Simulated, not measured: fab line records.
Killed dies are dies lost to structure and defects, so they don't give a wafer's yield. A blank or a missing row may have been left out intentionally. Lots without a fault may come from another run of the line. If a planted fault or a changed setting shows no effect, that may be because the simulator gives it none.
A lot that was struck, set against a sound lot	flow nand-harc	14 steps out of a route of 1159
Sound: wafers L448.4, L448.5, L448.6. Struck: wafers L458.2, L458.5 (left out: L458.1, a lot-mate that was not struck); the cause follows at the end.
At each step with rows: each side's tool, then ch and its chambers, then its first start. Under that, the readings that differ: sound wafers	struck wafers	difference of the means	sigmas: that difference in standard deviations of wafers without a fault.
alike: words and numbers the same on both sides, and readings whose means are apart by under 2 such deviations; not compared: readings that were withheld, readings missing a value for some wafer, numbers with overlapping values and no deviation given by the record, and bounds like >300 which may hide the same value.
The two part at a step that has a row with sigmas, a row that says differs or no value, or rows on one side only. When numbers do not overlap yet have no deviation, they are printed without sigmas and do not part them. A reading missing from all wafers of one side parts the sides only when that side holds two or more wafers.

first, 2 steps without rows for these wafers: NHARC_A_SOURCE_PLATE_SRD_01; NHARC_A_SOURCE_PLATE_OXIDE_02 (material SiO2, target thk 10 nm, ox time 1362 s).
NHARC_A_SOURCE_PLATE_THK_MEAS_09: measures by ellipsometry.
  sound on film-metro-01, day 8 02:10; struck on film-metro-02, day 10 17:44
  alike: thk-nm
then, 3 steps without rows for these wafers: NHARC_A_SOURCE_PLATE_PVD_04 (deposits WSi2, target thk 50 nm); NHARC_A_SOURCE_PLATE_CVD_03 (deposits poly-Si, target thk 200 nm, time 4000 s); NHARC_A_SOURCE_PLATE_ANNEAL_05 (time 1800 s).
NHARC_A_SOURCE_PLATE_THK_MEAS_06: measures by ellipsometry.
  sound on film-metro-02, day 8 15:01; struck on film-metro-02, day 11 06:50
  alike: thk-nm
NHARC_A_SOURCE_PLATE_INSPECT_08:
  sound on defect-inspect-01, day 8 15:04; struck on defect-inspect-02, day 11 06:54
  alike: raw-defect-count
then, no rows for these wafers at 1 step: NHARC_A_ONON_D1_DEP_00 (target thk 1000 nm).
NHARC_A_ONON_D1_THK_MEAS_02: measures by ellipsometry.
  sound on film-metro-01, day 8 15:39; struck on film-metro-01, day 11 07:29
  alike: thk-nm
NHARC_A_ONON_D1_DEP_03: target thk 1000 nm.
  sound on pecvd-onon-04 ch 0, day 8 15:53; struck on pecvd-onon-02 ch 0, day 11 07:32
NHARC_A_ONON_D1_THK_MEAS_05: measures by ellipsometry.
  sound on film-metro-02, day 8 16:13; struck on film-metro-02, day 11 08:03
reading	sound	struck	difference	sigmas
thk-nm (nm)	997 998 999	1029 1029	+31	+4
then, no rows for these wafers at 1 step: NHARC_A_ONON_D1_DEP_06 (target thk 1000 nm).
-- jump in the record: it breaks off in module A_ONON_D1 and resumes in module END (first step shown: number 1159 of the route), and 12 days separate the struck wafers' starts before and after --
NHARC_END_SORT_01:
  only the struck wafers appear in the record here, on prober-01 ch 0 at day 23 06:39; the sound ones have no rows

== WHERE THEY PART ==
Last at NHARC_END_SORT_01 as far as this record goes, first at NHARC_A_ONON_D1_THK_MEAS_05.

WHY: what had been put in by the simulator
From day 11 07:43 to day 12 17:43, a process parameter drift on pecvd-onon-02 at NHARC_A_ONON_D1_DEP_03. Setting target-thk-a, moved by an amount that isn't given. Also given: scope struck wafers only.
